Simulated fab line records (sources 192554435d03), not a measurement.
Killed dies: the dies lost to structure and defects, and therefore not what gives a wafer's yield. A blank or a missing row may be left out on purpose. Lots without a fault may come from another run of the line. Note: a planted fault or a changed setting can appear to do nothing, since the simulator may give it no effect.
Chamber matching ; flow n5-finfet ; rie-diel-02 running N5_BEOL_M0_SAQP_STRIP_108: 4 sister chambers
The step strips in N2/H2. 4 wafers are shown with their chamber, then 12 later ones without.

WAFERS, EACH WITH ITS CHAMBER
wafer;chamber;showerhead-plenum-p-Torr (Torr)
L082.5;2;3.48
L083.1;1;3.23
L086.3;3;3.18
L086.5;0;3.45

WAFERS WITH NO CHAMBER GIVEN
wafer;showerhead-plenum-p-Torr (Torr)
L087.1;3.18
L087.2;3.47
L087.5;3.44
L088.1;3.44
L088.3;3.22
L088.6;3.47
L094.1;3.22
L094.2;3.17
L094.6;3.22
L097.1;3.46
L097.2;3.21
L097.4;3.21

CHAMBER TAKEN BY EACH
wafer;from the rows above;in truth
L087.1;3;3
L087.2;can't be placed: 2 or 0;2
L087.5;0;0
L088.1;0;0
L088.3;1;1
L088.6;can't be placed: 2 or 0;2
L094.1;1;1
L094.2;3;3
L094.6;1;1
L097.1;can't be placed: 0 or 2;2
L097.2;can't be placed: 1 or 3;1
L097.4;can't be placed: 1 or 3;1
Placed correctly: 7 of 12. Not placeable from these rows: 5 (in 5, the candidates include the true chamber). Number placed wrongly: 0.
How it was worked out, from the rows above alone: a wafer's distance from a chamber is the root of the sum, over the readings, of the square of ((its reading less the chamber's mean) divided by the reading's scatter). The wafer belongs to the nearest chamber; if the next one is less than 2 further off, it can't be placed. For every chamber, the mean is computed from those of its wafers that are shown. The scatter (one wafer shown for each chamber): square how far every hidden wafer sits from the nearest shown wafer, average those squares and take the square root.
